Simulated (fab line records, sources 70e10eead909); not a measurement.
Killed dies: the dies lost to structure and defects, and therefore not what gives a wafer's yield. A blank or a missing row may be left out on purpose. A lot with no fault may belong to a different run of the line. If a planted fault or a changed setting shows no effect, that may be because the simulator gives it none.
Which of the tools did it? -- flow nand-harc -- 7 lots with 21 wafers sampled at 4 steps, on a route of 1159 steps

## WHAT THE GAUGES READ, wafer by wafer
NHARC_END_SORT_01.
lot,measured,on,killed-at-other
L187,day 20 21:05,prober-01,0 1 0
L190,day 22 07:14,prober-02,0 0 0
L195,day 22 14:16,prober-02,1 3 1
L205,day 24 15:29,prober-01,0 0 0

## TOOL THAT RAN EACH LOT (tool first, then ch and the chambers of the sampled wafers, then the start)
lot,NHARC_A_STAIRCASE_DEP_322,NHARC_A_STAIRCASE_CMP_472,NHARC_A_SGD_CUT_DEP_00
L183,"pecvd-04 ch 1,2, day 13 01:05","cmp-04 ch 0,1,3, day 13 22:55","pecvd-04 ch 0,1,2, day 13 23:16"
L187,"pecvd-03 ch 1,2, day 14 05:20","cmp-02 ch 1,2, day 15 00:43","pecvd-04 ch 0,1,2, day 15 01:07"
L190,"pecvd-04 ch 0,1, day 15 04:31","cmp-04 ch 0,1,2, day 16 02:07","pecvd-02 ch 1,2, day 16 02:32"
L195,"pecvd-03 ch 0,1, day 16 00:57","cmp-03 ch 1,2, day 16 20:32","pecvd-02 ch 0,2, day 16 20:56"
L198,"pecvd-03 ch 1,2, day 16 17:44","cmp-02 ch 2,3, day 17 11:26","pecvd-02 ch 1,2, day 17 11:55"
L201,"pecvd-03 ch 0,2, day 17 03:55","cmp-02 ch 1,2, day 18 00:50","pecvd-02 ch 1,2, day 18 01:14"
L205,"pecvd-03 ch 0,1, day 18 01:37","cmp-02 ch 1,3, day 19 04:51","pecvd-03 ch 1,2, day 19 05:14"
- NHARC_A_STAIRCASE_DEP_322: deposits SiO2, target thk 3800 nm.
- NHARC_A_STAIRCASE_CMP_472: polishes SiO2.
- NHARC_A_SGD_CUT_DEP_00: deposits SiNx, target thk 50 nm.

## THE ANSWER, worked out from the rows above alone
Rule: the usual values come from the lots themselves. The widest of any qualifying gaps counts: lots, ordered by their means at a reading, are off when they make up no more than a third of the lots, leave a main group of 4 or more, and stand apart from it by 3 or more times the standard deviation of that group's means. A main group whose means are all the same, to the digits that the tables above print for the reading, isn't used. A lot without any number at a reading at which 4 lots or more have one is off too. The other lots that the step has rows for count as sound.
Nothing can be told from this: no lot is off at any reading shown.

## WHAT HAD BEEN PUT IN BY THE SIMULATOR
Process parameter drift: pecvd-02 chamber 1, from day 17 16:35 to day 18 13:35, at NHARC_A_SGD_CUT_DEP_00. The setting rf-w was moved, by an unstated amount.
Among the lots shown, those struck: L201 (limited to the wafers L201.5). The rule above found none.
